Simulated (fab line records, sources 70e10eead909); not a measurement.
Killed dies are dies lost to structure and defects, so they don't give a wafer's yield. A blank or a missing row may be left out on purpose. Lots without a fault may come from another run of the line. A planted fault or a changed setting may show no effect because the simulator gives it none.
Chamber matching | flow nand_harc | NHARC_A_M0_DEP_32 on pecvd-02: 3 sister chambers
The step deposits SiCN, target thk 30 nm. 3 wafers are shown with their chamber, then 7 later ones without.

WAFERS WITH THEIR CHAMBER
wafer  | chamber | heater_power_w (W)
L083.4 | 1       | 560
L087.4 | 2       | 565
L084.4 | 0       | 513

WAFERS WITHOUT THEIR CHAMBER
wafer  | heater_power_w (W)
L084.5 | 545
L086.3 | 637
L086.4 | 542
L086.6 | 609
L097.1 | 588
L097.3 | 570
L097.4 | 578

WHICH CHAMBER EACH WENT THROUGH
wafer  | from the rows above          | in truth
L084.5 | can't be placed: 1 or 2 or 0 | 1
L086.3 | can't be placed: 2 or 1 or 0 | 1
L086.4 | can't be placed: 1 or 2 or 0 | 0
L086.6 | can't be placed: 2 or 1 or 0 | 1
L097.1 | can't be placed: 2 or 1 or 0 | 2
L097.3 | can't be placed: 2 or 1 or 0 | 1
L097.4 | can't be placed: 2 or 1 or 0 | 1
Placed correctly: 0 of 7. Can't be placed from these rows: 7 (the true chamber is among the candidates in 7). Placed wrongly: 0.
How it was worked out, from the rows above alone: a wafer's distance from a chamber is the root of the sum, over the readings, of the square of ((its reading less the chamber's mean) divided by the reading's scatter). The wafer belongs to the nearest chamber; if the next one is less than 2 further off, it can't be placed. A chamber's mean is the mean of its shown wafers. The scatter: with one shown wafer a chamber, the root of the mean of the squares of how far each hidden wafer lies from its nearest shown one.
